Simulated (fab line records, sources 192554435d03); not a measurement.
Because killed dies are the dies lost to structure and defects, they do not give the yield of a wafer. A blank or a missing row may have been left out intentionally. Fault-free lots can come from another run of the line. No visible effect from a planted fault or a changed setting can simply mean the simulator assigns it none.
Chamber matching	flow n5-finfet	rie-diel-06 running N5_BEOL_M0_SAQP_ETCH_49: 4 sister chambers
The step etches SiO2 in CF4/O2, target depth 37 nm. 4 wafers are shown with their chamber, then 9 later ones without.

== WAFERS PAIRED WITH THEIR CHAMBERS ==
wafer	chamber	showerhead-plenum-p-Torr (Torr)
L084.1	1	2.25
L086.4	3	2.09
L088.2	0	2.24
L088.5	2	2.30

== WAFERS WITHOUT THEIR CHAMBER ==
wafer	showerhead-plenum-p-Torr (Torr)
L089.1	2.24
L089.2	2.09
L089.5	2.30
L095.2	2.30
L095.5	2.23
L095.6	2.09
L097.2	2.23
L097.4	2.24
L097.6	2.09

== THE CHAMBER EACH PASSED THROUGH ==
wafer	from the rows above	in truth
L089.1	0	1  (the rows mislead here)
L089.2	3	3
L089.5	2	2
L095.2	2	2
L095.5	0	0
L095.6	3	3
L097.2	0	0
L097.4	0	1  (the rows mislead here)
L097.6	3	3
Placed correctly: 7 of 9. Not placeable from these rows: 0. Wrongly placed: 2.
How it was worked out, from the rows above alone: a wafer's distance from a chamber is the root of the sum, over the readings, of the square of ((its reading less the chamber's mean) divided by the reading's scatter). If the next closest chamber is less than 2 further off than the closest, the wafer can't be placed; otherwise it belongs to the closest. A chamber's mean is the mean of its shown wafers. The scatter: with one shown wafer a chamber, the root of the mean of the squares of how far each hidden wafer lies from its nearest shown one.
